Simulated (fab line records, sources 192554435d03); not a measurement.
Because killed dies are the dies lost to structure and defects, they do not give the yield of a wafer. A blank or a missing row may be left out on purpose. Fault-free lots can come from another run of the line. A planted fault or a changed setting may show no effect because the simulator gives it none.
A struck lot beside a sound one	flow n5Finfet	14 steps out of a route of 1938
Sound: the wafers L125.1, L125.2, L125.6. Wafers L137.2, L137.4, L137.6 were the ones struck. The cause comes at the end.
Each step with rows lists, per side, the tool, then ch with its chambers, then its first start. Under that, the readings that differ: sound wafers	struck wafers	difference of the means	sigmas: that difference in standard deviations of wafers without a fault.
alike: a reading whose means differ by less than 2 such deviations, as well as words and numbers matching on both sides. not compared: withheld readings; readings where some wafer has no value; bounds like >300 that might hide an equal value; numbers whose values overlap and for which the record gives no deviation.
A row with sigmas, a row that says differs or no value, or rows on one side alone: a step with any of these is where the two part. When numbers do not overlap yet have no deviation, they are printed without sigmas and do not part them. Lack of a reading on every wafer of one side parts them only where that side has two or more wafers.

first, 1 step without rows for these wafers: N5_HKMG_FIN_STRIP_56 (strips in N2/H2).
N5_HKMG_FIN_STRIP_57: strips in CF4.
  sound on rieDiel-04 ch 0,2, day 3 23:02; struck on rieDiel-02 ch 0,1,3, day 7 08:08
reading	sound	struck	difference	sigmas
biasPowerW (W)	74.69 74.37 74.59	75.29 74.99 75.34	+0.66	+3
  alike: cf4FlowSccm, drypumpMotorCurrentA, oesProductAu, rfVppV, showerheadPlenumPTorr, throttleValvePct
  not compared: rfFwdPowerW, rfHoursCounterH
N5_HKMG_FIN_ETCH_58: etches SOC in N2/H2, target depth 215.8 nm, time 741 s.
  sound on rieDiel-04 ch 0,2, day 3 23:04; struck on rieDiel-02 ch 0,1,3, day 7 08:10
  alike: biasW, chamberPressureMTorr, drypumpMotorCurrentA, oesProductAu, rfFwdPowerW, rfVppV, showerheadPlenumPTorr, throttleValvePct
  not compared: rfHoursCounterH
N5_HKMG_FIN_STRIP_93: strips SOC in N2/H2, time 20 s.
  sound on rieDiel-04 ch 0,2, day 3 23:29; struck on rieDiel-02 ch 0,1,3, day 7 08:35
  alike: biasPowerW, drypumpMotorCurrentA, oesProductAu, rfFwdPowerW, rfVppV, showerheadPlenumPTorr, throttleValvePct
  not compared: rfHoursCounterH
then, 1 step without rows for these wafers: N5_HKMG_FIN_WET_ETCH_76 (etches Al2O3 in dNH4OH, stops on La2O3, target depth 2.25 nm, rinse time 30 s).
N5_HKMG_FIN_STRIP_60: strips in N2/H2, time 360 s.
  sound on plasmaAsher-01 ch 0,1, day 3 23:38; struck on plasmaAsher-01 ch 0,1, day 7 08:44
  alike: drypumpMotorCurrentA, heaterPowerW
  not compared: rfHoursCounterH
then, 2 steps without rows for these wafers: N5_HKMG_FIN_WET_ETCH_77 (etches La2O3 in dHCl, stops on HfO2, target depth 2 nm); N5_HKMG_FIN_WET_ETCH_78 (etches Al2O3 in dNH4OH, stops on La2O3, target depth 4.5 nm, rinse time 30 s).
N5_HKMG_FIN_ALD_79: deposits TiN, target thk 1.5 nm, pulse time 1 s, purge time 3 s.
  sound on aldMetal-01 ch 0,2,3, day 4 00:16; struck on aldMetal-01 ch 1,3, day 7 09:14
  alike: heaterPowerW, precursorPulseHeightRel
then, 3 steps without rows for these wafers: N5_HKMG_FIN_CVD_62 (deposits a-Si from Si2H6, target thk 3 nm, time 20.8 s); N5_HKMG_FIN_RTA_80 (time 2 s); N5_HKMG_FIN_PRECLEAN_64 (cleans in dHF, time 30 s).
N5_HKMG_FIN_WET_ETCH_65: etches a-Si in TMAH, stops on TiN, time 49 s, target depth 3 nm.
  sound on wetBench-03 ch 1,4,5, day 4 01:04; struck on wetBench-04 ch 1,2,5, day 7 10:01
  no value came back on the struck wafers for bathGuardTempC (C), bathHeatDutyPct (%); on the sound wafers bathGuardTempC (C) reads 70.6 70.4 69.9
reading	sound	struck	difference	sigmas
model.a-Si_of_HKMG_FIN_CVD_62.thkNm (nm)	0 0 0	3 3 3.2	+3	
  not compared: model.TiN_of_HKMG_FIN_ALD_79.thkNm
then, 1 step without rows for these wafers: N5_HKMG_FIN_WET_ETCH_81 (etches TiN in SC1, stops on HfO2, time 57 s, target depth 6 nm).

== WHERE THEY PART ==
First at N5_HKMG_FIN_STRIP_57; last, within this record, at N5_HKMG_FIN_WET_ETCH_65.

WHY: the cause the simulator had injected
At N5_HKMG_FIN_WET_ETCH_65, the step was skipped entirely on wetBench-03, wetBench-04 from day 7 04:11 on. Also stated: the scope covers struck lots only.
